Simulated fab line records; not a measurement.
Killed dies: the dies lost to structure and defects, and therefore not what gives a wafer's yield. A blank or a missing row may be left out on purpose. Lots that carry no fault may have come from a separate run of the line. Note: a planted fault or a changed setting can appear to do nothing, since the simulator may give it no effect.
fab line records    flow n5-finfet
record lots=8  wafers=24  last-day=19
route steps=1938 shown BEOL_M0_SAQP@652 BEOL_M0_CUTY@710 BEOL_M4@1111 PASSIVATION@1936
lots with no fault: from the same line, run without faults
start-h: the number of hours between the record's first day and the start of the first shown wafer of the lot    wait-h: hours since the lot's step before    " as in the row above    L1.1+2: a row that stands for several wafers    - value missing, or start not given    * or withheld: withheld    < > ~ a bound
route shown NAME@n: names a module that has steps shown in the file, with the first one's number in the route    usual: mean/standard deviation of fault-free wafers    same: alike in all rows    chamber/n: place in a boat    sites: readings site by site    _std_site: standard deviation of those values    _edge_site: inner sites' mean taken away from outer sites' mean    radius-mm: how far each site lies from the wafer's centre    mask NAME#n: copy n    behind: the tool/chamber that last shaped the wafer    hold: cause of the lot's hold/its duration in hours/its outcome    device: names the non-switching transistor (n, p or np)    end of line: at the end of the route, the tests of the same wafers    where a step has no rows: the recipe by itself    killed: dies lost to structure and defects at the first sort, not the wafer's yield    map: dies across one wafer; x = killed, . = not, _ = none there
set.NAME: the setting the step ran with; set.NAME@STEP: the setting that earlier step ran with    model.NAME: the simulator's own value behind a step, which no gauge read
one table for each step of the route and one row for each wafer, over a sample of lots
services: when a tool's chamber went out of use (start-h, in hours from the record's first day, below 0 if earlier), for how many hours, and the reason
## steps
# step N5_BEOL_M0_SAQP_DESCUM_19
# recipe chemistry=O2  time-s=7.9  source-power-w=50  bias-power-w=20  pressure-mtorr=20  rf-frequency-hz=2.712e+07  temp-c=40  resist=CAR-ArF  o2-flow-sccm=225
# usual drypump-motor-current-A=5.7/0.39  oes-product-au=0.78/0.091  rf-vpp-V=242.8/1.3  showerhead-plenum-p-Torr=2.08/0.066  throttle-valve-pct=20.49/0.17
lot.wafer  tool         chamber  start-h  wait-h  drypump-motor-current-A  oes-product-au  rf-hours-counter-h  rf-vpp-V  showerhead-plenum-p-Torr  throttle-valve-pct
L965.2     rie-diel-03  0        122.29   0.1     5.9                      0.84            75                  244.4     2.20                      20.37
L965.3     "            3        "        "       5.4                      0.73            159                 243.5     2.18                      20.57
L965.4     "            1        "        "       5.7                      0.74            164                 245.0     2.08                      20.70
L968.1     rie-diel-05  0        127.81   0.0     5.8                      0.69            204                 242.5     2.08                      20.30
L968.3     "            3        "        "       6.4                      0.76            140                 243.1     2.09                      20.67
L968.5     "            1        "        "       5.4                      0.91            -                   243.6     2.14                      20.17
L970.3     rie-diel-05  2        141.30   0.2     6.2                      0.99            2                   243.0     2.05                      20.36
L970.5     "            0        "        "       5.8                      0.70            -                   244.0     2.08                      20.31
L970.6     "            1        "        "       5.3                      0.91            -                   243.5     2.14                      20.18
L980.1     rie-diel-03  2        254.14   0.6     5.7                      0.68            223                 241.7     1.99                      20.56
L980.4     "            2        "        "       5.7                      0.69            -                   242.1     1.99                      20.54
L980.5     "            1        "        "       5.7                      0.70            -                   241.8     2.07                      20.77
L981.1     rie-diel-02  1        254.17   0.6     5.6                      0.75            172                 242.1     2.00                      20.73
L981.4     "            1        "        "       5.6                      0.74            -                   241.8     2.00                      20.71
L981.6     "            0        "        "       4.8                      0.96            -                   243.2     2.15                      20.42
L982.1     rie-diel-05  3        254.18   0.5     6.4                      0.76            161                 241.1     2.08                      20.71
L982.2     "            0        "        "       5.8                      0.68            225                 242.3     2.07                      20.34
L982.5     "            2        "        "       6.2                      0.92            -                   242.1     2.05                      20.38
L983.1     rie-diel-05  1        254.44   0.6     5.3                      0.88            49                  243.6     2.13                      20.21
L983.3     "            3        "        "       6.3                      0.75            161                 242.1     2.08                      20.72
L983.5     "            0        "        "       5.8                      0.68            -                   241.3     2.07                      20.33
L985.1     rie-diel-02  1        287.67   0.0     5.6                      0.72            184                 242.2     2.00                      20.74
L985.2     "            3        "        "       5.9                      0.71            202                 240.5     2.00                      20.43
L985.4     "            0        "        "       4.8                      0.93            24                  244.0     2.14                      20.43
# step N5_BEOL_M0_SAQP_SPACER1_ETCHBACK_99
# recipe chemistry=CHF3/O2  mode=anisotropic-etchback  target=SiO2  target-depth-a=154  time-s=7.7  pressure-mtorr=30  source-w=650  bias-w=170  Ar_flow_sccm=200  CHF3_flow_sccm=50  O2_flow_sccm=5  ion-energy-ev=200
# usual drypump-motor-current-A=5.8/0.3  oes-product-au=0.76/0.08  rf-vpp-V=524/3.9  showerhead-plenum-p-Torr=2.41/0.079  throttle-valve-pct=19.01/0.18
lot.wafer  tool         chamber  start-h  wait-h  drypump-motor-current-A  oes-product-au  rf-hours-counter-h  rf-vpp-V  showerhead-plenum-p-Torr  throttle-valve-pct
L965.2     rie-diel-03  1        123.70   0.3     5.8                      0.74            164                 519       2.41                      19.24
L965.3     "            0        "        "       6.0                      0.84            75                  524       2.53                      18.89
L965.4     "            3        "        "       5.5                      0.72            159                 526       2.51                      19.03
L968.1     rie-diel-05  0        129.33   0.3     5.8                      0.70            204                 522       2.39                      18.73
L968.3     "            3        "        "       6.3                      0.77            140                 529       2.41                      19.18
L968.5     "            1        "        "       5.4                      0.92            -                   529       2.46                      18.63
L970.3     rie-diel-03  3        143.26   0.3     5.6                      0.72            165                 528       2.51                      19.03
L970.5     "            1        "        "       5.7                      0.74            -                   520       2.41                      19.25
L970.6     "            0        "        "       6.0                      0.83            -                   526       2.53                      18.88
L980.1     rie-diel-03  2        257.08   0.3     5.7                      0.68            225                 525       2.30                      19.10
L980.4     "            2        "        "       5.7                      0.68            -                   524       2.30                      19.09
L980.5     "            0        "        "       5.9                      0.79            -                   524       2.52                      18.93
L981.1     rie-diel-03  2        257.26   0.3     5.7                      0.69            225                 525       2.30                      19.10
L981.4     "            1        "        "       5.8                      0.71            -                   519       2.40                      19.29
L981.6     "            2        "        "       5.7                      0.69            -                   525       2.30                      19.09
L982.1     rie-diel-03  2        257.56   0.3     5.7                      0.69            225                 523       2.30                      19.10
L982.2     "            0        "        "       6.0                      0.79            113                 526       2.52                      18.95
L982.5     "            2        "        "       5.7                      0.69            -                   524       2.30                      19.09
L983.1     rie-diel-03  2        258.01   0.3     5.7                      0.69            225                 524       2.30                      19.10
L983.3     "            1        "        "       5.8                      0.71            202                 520       2.40                      19.28
L983.5     "            1        "        "       5.8                      0.70            -                   518       2.40                      19.30
L985.1     rie-diel-03  2        289.93   0.3     5.7                      0.67            235                 524       2.29                      19.10
L985.2     "            1        "        "       5.8                      0.70            212                 517       2.39                      19.30
L985.4     "            0        "        "       5.9                      0.78            125                 524       2.51                      18.96
# step N5_BEOL_M0_SAQP_OVL_MEAS_41
# recipe points-per-wafer=522
# usual M0_CUT1_OVL=-0.3/0.68
lot.wafer  tool        chamber  start-h  wait-h  M0_CUT1_OVL[nm]
L965.2     overlay-02  0        126.00   0.0     -1.5
L965.3     "           0        "        "       -1.2
L965.4     "           0        "        "       -0.9
L968.1     overlay-01  0        132.76   0.0     0.8
L968.3     "           0        "        "       0.8
L968.5     "           0        "        "       0.1
L970.3     overlay-01  0        146.72   0.0     0.2
L970.5     "           0        "        "       1.0
L970.6     "           0        "        "       0.9
L980.1     overlay-01  0        263.27   0.0     -0.5
L980.4     "           0        "        "       0.3
L980.5     "           0        "        "       -0.8
L981.1     overlay-02  0        263.95   0.0     -0.5
L981.4     "           0        "        "       -0.8
L981.6     "           0        "        "       -0.8
L982.1     overlay-01  0        264.12   0.0     -0.3
L982.2     "           0        "        "       -0.6
L982.5     "           0        "        "       -0.1
L983.1     overlay-02  0        264.17   0.0     0.4
L983.3     "           0        "        "       0.1
L983.5     "           0        "        "       0.4
L985.1     overlay-02  0        293.93   0.0     -0.8
L985.2     "           0        "        "       -0.2
L985.4     "           0        "        "       -1.6
# step N5_BEOL_M0_SAQP_INSPECT_42
# recipe mode=adi  inspect-instrument=brightfield
# usual raw-defect-count=286/82
lot.wafer  tool               chamber  start-h  wait-h  raw-defect-count
L965.2     defect-inspect-02  -        126.05   0.0     264
L965.3     "                  -        "        "       313
L965.4     "                  -        "        "       261
L968.1     defect-inspect-02  -        132.82   0.1     227
L968.3     "                  -        "        "       344
L968.5     "                  -        "        "       316
L970.3     defect-inspect-01  -        146.77   0.0     170
L970.5     "                  -        "        "       270
L970.6     "                  -        "        "       880
L980.1     defect-inspect-01  -        263.33   0.1     309
L980.4     "                  -        "        "       432
L980.5     "                  -        "        "       291
L981.1     defect-inspect-01  -        264.01   0.1     267
L981.4     "                  -        "        "       203
L981.6     "                  -        "        "       279
L982.1     defect-inspect-01  -        264.18   0.1     216
L982.2     "                  -        "        "       326
L982.5     "                  -        "        "       160
L983.1     defect-inspect-01  -        264.23   0.1     214
L983.3     "                  -        "        "       179
L983.5     "                  -        "        "       144
L985.1     defect-inspect-02  -        293.99   0.1     259
L985.2     "                  -        "        "       295
L985.4     "                  -        "        "       235
# step N5_BEOL_M0_SAQP_STRIP_75
# recipe chemistry=CF4  resist=SiARC  power-w=300  bias-power-w=75  pressure-mtorr=50  cf4-flow-sccm=150  rf-frequency-hz=6e+07
# usual drypump-motor-current-A=5.7/0.41  oes-product-au=0.181/0.02  rf-vpp-V=270.9/1.6  showerhead-plenum-p-Torr=1.78/0.056  throttle-valve-pct=13.64/0.19
lot.wafer  tool         chamber  start-h  wait-h  drypump-motor-current-A  oes-product-au  rf-hours-counter-h  rf-vpp-V  showerhead-plenum-p-Torr  throttle-valve-pct
L965.2     rie-diel-02  0        127.00   0.1     4.8                      0.154           239                 271.6     1.84                      13.94
L965.3     "            2        "        "       6.0                      0.200           47                  270.5     1.75                      13.47
L965.4     "            3        "        "       5.9                      0.171           166                 269.4     1.73                      13.56
L968.1     rie-diel-03  2        133.98   0.1     5.7                      0.168           191                 268.5     1.71                      13.73
L968.3     "            3        "        "       5.5                      0.166           162                 272.2     1.85                      13.68
L968.5     "            0        "        "       5.9                      0.198           -                   273.2     1.89                      13.59
L970.3     rie-diel-05  1        148.17   0.1     5.3                      0.206           35                  272.7     1.82                      13.20
L970.5     "            0        "        "       5.8                      0.161           -                   272.8     1.78                      13.51
L970.6     "            3        "        "       6.4                      0.177           -                   271.3     1.79                      13.84
L980.1     rie-diel-02  2        264.79   0.1     6.0                      0.199           80                  268.7     1.74                      13.56
L980.4     "            1        "        "       5.6                      0.172           176                 269.9     1.71                      13.80
L980.5     "            2        "        "       6.0                      0.190           -                   269.6     1.74                      13.55
L981.1     rie-diel-02  1        265.35   0.1     5.6                      0.172           176                 269.9     1.71                      13.81
L981.4     "            3        "        "       5.9                      0.162           195                 269.0     1.72                      13.62
L981.6     "            2        "        "       6.0                      0.194           -                   270.1     1.74                      13.55
L982.1     rie-diel-02  3        265.95   0.1     5.9                      0.162           196                 269.4     1.72                      13.61
L982.2     "            1        "        "       5.6                      0.173           176                 269.3     1.71                      13.81
L982.5     "            1        "        "       5.6                      0.173           -                   268.2     1.71                      13.80
L983.1     rie-diel-02  2        266.07   0.1     6.1                      0.192           80                  270.9     1.74                      13.56
L983.3     "            0        "        "       4.8                      0.212           16                  272.2     1.83                      13.44
L983.5     "            0        "        "       4.8                      0.216           -                   273.1     1.83                      13.43
L985.1     rie-diel-05  1        295.11   0.1     5.3                      0.200           64                  272.0     1.81                      13.27
L985.2     "            0        "        "       5.8                      0.162           239                 271.6     1.77                      13.57
L985.4     "            2        "        "       6.2                      0.216           33                  269.7     1.76                      13.51
# step N5_BEOL_M0_CUTY_INSPECT_59
# recipe mode=adi  inspect-instrument=macro
# usual raw-defect-count=2.1/1.5
lot.wafer  tool               chamber  start-h  wait-h  raw-defect-count
L965.2     defect-inspect-02  -        127.44   0.0     1
L965.3     "                  -        "        "       2
L965.4     "                  -        "        "       2
L968.1     defect-inspect-01  -        134.43   0.0     3
L968.3     "                  -        "        "       1
L968.5     "                  -        "        "       2
L970.3     defect-inspect-02  -        148.62   0.0     3
L970.5     "                  -        "        "       3
L970.6     "                  -        "        "       >300
L980.1     defect-inspect-01  -        265.24   0.0     1
L980.4     "                  -        "        "       2
L980.5     "                  -        "        "       3
L981.1     defect-inspect-01  -        265.79   0.0     1
L981.4     "                  -        "        "       5
L981.6     "                  -        "        "       1
L982.1     defect-inspect-01  -        266.27   0.0     5
L982.2     "                  -        "        "       4
L982.5     "                  -        "        "       2
L983.1     defect-inspect-01  -        266.52   0.0     3
L983.3     "                  -        "        "       1
L983.5     "                  -        "        "       0
L985.1     defect-inspect-01  -        295.56   0.0     1
L985.2     "                  -        "        "       3
L985.4     "                  -        "        "       2
# step N5_BEOL_M4_RC_MEAS_101
# usual DIBL_N=36.5/1.2  DIBL_P=36.5/1.6  IOFF_N=0.162/0.023  IOFF_P=0.221/0.03  ION_N=678/8  ION_P=466/6.3  SS_N=71.6/0.46  SS_P=73.3/0.57  VT_N=249.2/2.6  VT_P=-249/3.3
lot.wafer  tool       chamber  start-h  wait-h  DIBL_N[mV/V]  DIBL_P[mV/V]  IOFF_N[nA/um]  IOFF_P[nA/um]  ION_N[uA/um]  ION_P[uA/um]  SS_N[mV/dec]  SS_P[mV/dec]  VT_N[mV]  VT_P[mV]
L965.2     prober-02  0        227.78   0.2     36.0          36.5          0.144          0.206          675           469           71.5          73.3          252.9     -250
L965.3     "          0        "        "       37.7          39.4          0.172          0.268          675           476           71.9          73.8          246.7     -247
L965.4     "          0        "        "       38.3          39.4          0.186          0.272          688           475           71.6          73.1          248.1     -244
L968.1     prober-02  0        241.66   0.0     36.6          38.9          0.186          0.239          683           467           71.1          74.4          248.0     -248
L968.3     "          0        "        "       37.0          39.9          0.209          0.253          693           470           71.8          73.7          244.0     -245
L968.5     "          0        "        "       36.9          39.0          0.191          0.232          682           470           71.4          73.8          246.5     -248
L970.3     prober-01  0        257.31   0.3     35.5          36.4          0.156          0.206          684           467           71.7          72.9          251.6     -251
L970.5     "          0        "        "       35.6          35.9          0.150          0.193          678           459           71.8          73.1          252.3     -254
L970.6     "          0        "        "       34.5          34.3          0.128          0.184          677           465           71.5          73.3          252.6     -252
L980.1     prober-02  0        320.28   0.0     35.0          36.7          0.145          0.218          684           475           71.1          73.9          249.7     -248
L980.4     "          0        "        "       35.2          35.8          0.135          0.209          681           474           71.5          73.2          251.7     -251
L980.5     "          0        "        "       36.1          37.5          0.160          0.250          686           481           71.6          73.1          249.6     -246
L982.1     prober-01  0        323.73   0.0     36.2          38.9          0.194          0.254          695           471           72.0          73.8          247.0     -246
L982.2     "          0        "        "       35.3          38.1          0.165          0.232          677           464           72.7          72.7          248.3     -248
L982.5     "          0        "        "       34.6          36.3          0.152          0.215          678           465           71.9          73.0          251.2     -247
L983.1     prober-02  0        324.15   0.0     38.8          39.4          0.225          0.302          700           475           72.1          74.0          243.9     -244
L983.3     "          0        "        "       36.4          36.0          0.173          0.244          682           471           71.6          72.6          246.0     -245
L983.5     "          0        "        "       38.4          38.4          0.204          0.288          687           479           71.8          74.0          246.0     -244
L981.1     prober-01  0        325.68   0.0     36.9          36.6          0.173          0.202          686           460           71.6          73.0          248.1     -253
L981.4     "          0        "        "       35.9          36.2          0.165          0.208          693           468           71.5          73.9          248.6     -250
L981.6     "          0        "        "       35.0          35.2          0.147          0.184          682           463           70.8          72.8          249.1     -251
L985.1     prober-02  0        361.53   0.0     37.5          37.2          0.169          0.210          675           462           72.1          73.1          250.7     -251
L985.2     "          0        "        "       37.1          36.5          0.147          0.203          669           462           72.0          72.9          251.4     -249
L985.4     "          0        "        "       35.6          34.3          0.125          0.176          668           459           70.9          73.2          253.9     -252
# step N5_PASSIVATION_PROBE_49
# usual defect-limited-yield=91.2/1.3  killed_at_M0_to_M3=34/9.2  killed_at_M4_up=14/5  killed-at-contacts=13/6.7  killed-at-front-end=39/12  killed-at-other=4/3.3  killed-dies=104/15  killed-on-rim=14/3.7  killed-open=68/12  killed-short=34/7.5  sort_bin_5_function=5.2/0.87  sort_bin_6_memory=3.3/0.63  sort-n-pass=1076/15  sort-yield-pct=91.2/1.3
# same gross-dies=1180  killed-at-back-side=0  sort_bin_4_leakage[%]=0  sort_bin_8_speed[%]=0
lot.wafer  tool       chamber  start-h  wait-h  defect-limited-yield[%]  killed_at_M0_to_M3  killed_at_M4_up  killed-at-contacts  killed-at-front-end  killed-at-other  killed-dies  killed-on-rim  killed-open  killed-short  sort_bin_5_function[%]  sort_bin_6_memory[%]  sort-n-pass  sort-yield-pct[%]
L970.3     prober-02  -        364.87   0.1     89.2                     47                  27               11                  42                   1                128          7              77           51            6.4                     4.2                   1052         89.2
L970.5     prober-02  -        364.97   0.2     90.4                     31                  28               17                  34                   3                113          14             79           33            5.4                     3.7                   1067         90.4
L970.6     prober-02  -        365.02   0.3     85.7                     84                  15               11                  59                   0                169          31             87           40            9.5                     3.6                   1011         85.7
# killed by level:class
L970.3 BEOL_M3:geometric-particle:open=20 FIN_SAQP:geometric-particle:short=8 DUMMY_GATE:geometric-particle:open=8 BEOL_M0_SAQP:geometric-particle:short=8 BEOL_M2:geometric-particle:open=8 BEOL_M5:geometric-particle:open=7 FIN_SAQP:geometric-particle:open=6 MOL_CONTACT_COAG:geometric-particle:open=6
L970.5 BEOL_M4:geometric-particle:open=15 MOL_CONTACT_COAG:geometric-particle:open=13 FIN_SAQP:geometric-particle:short=9 BEOL_M3:geometric-particle:open=8 FIN_SAQP:geometric-particle:open=7 BEOL_M0_SAQP:geometric-particle:short=7 DUMMY_GATE:geometric-particle:open=6 BEOL_M2:geometric-particle:open=5
L970.6 BEOL_M0_SAQP:unspecified=42 FIN_SAQP:geometric-particle:short=14 FIN_SAQP:geometric-particle:open=13 BEOL_M2:geometric-particle:open=13 MOL_CONTACT_COAG:geometric-particle:open=11 STI_FIN_REVEAL:geometric-particle:open=8 BEOL_M0_SAQP:geometric-particle:short=8 DUMMY_GATE:geometric-particle:open=6
## services
tool         chamber  start-h  hours  kind
rie-diel-02  1        107.68   15.5   repair
rie-diel-02  2        107.69   2.9    repair
rie-diel-05  2        115.16   -      clean
rie-diel-05  2        115.16   -      consumable-replace:focus-ring
rie-diel-05  2        115.16   17.7   scheduled-down
rie-diel-05  2        115.16   17.7   vent-cycle
rie-diel-02  -        151.09   15.6   pm
rie-diel-05  -        153.22   28.1   pm
rie-diel-02  0        173.56   -      clean
rie-diel-02  0        173.56   -      consumable-replace:focus-ring
rie-diel-02  0        173.56   25.7   scheduled-down
rie-diel-02  0        173.56   25.7   vent-cycle
rie-diel-05  3        189.24   1.3    repair
rie-diel-05  -        207.38   2.6    repair
rie-diel-05  1        213.83   14.7   repair
rie-diel-05  -        217.62   0.7    repair
rie-diel-05  3        227.96   6.0    repair
rie-diel-05  1        229.85   2.6    repair
rie-diel-02  -        241.35   2.8    pm
rie-diel-05  0        249.90   1.2    repair
rie-diel-02  3        250.98   4.4    repair
rie-diel-03  3        251.86   6.5    repair
rie-diel-05  2        281.14   7.1    repair
rie-diel-02  0        294.77   12.3   repair
## key
first-sign step=N5_BEOL_M0_SAQP_INSPECT_42  reading=raw-defect-count  direction=up  sigmas=7.2  usual=286  struck=880
effect step=N5_BEOL_M0_CUTY_INSPECT_59  reading=raw-defect-count  direction=up  sigmas=99+  usual=2.1  struck=>300
effect step=N5_PASSIVATION_PROBE_49  reading=killed_at_M0_to_M3  direction=up  sigmas=5.4  usual=34  struck=84
more-kills-born-at N5_BEOL_M0_SAQP_SPACER1_ETCHBACK_99@rie-diel-03=42
met-at N5_BEOL_M0_SAQP_SPACER1_ETCHBACK_99
struck-lots L970
struck-wafers L970.6
not-acting-at N5_BEOL_M0_SAQP_DESCUM_19,N5_BEOL_M0_SAQP_OVL_MEAS_41,N5_BEOL_M0_SAQP_STRIP_75
onset-between 123.70 143.26
fault kind=chamber-particle-source  tool=rie-diel-03  chamber=0  onset-h=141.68  steps=N5_BEOL_M0_SAQP_SPACER1_ETCHBACK_99  rate-per-visit-cm2=1.0215  end-h=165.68
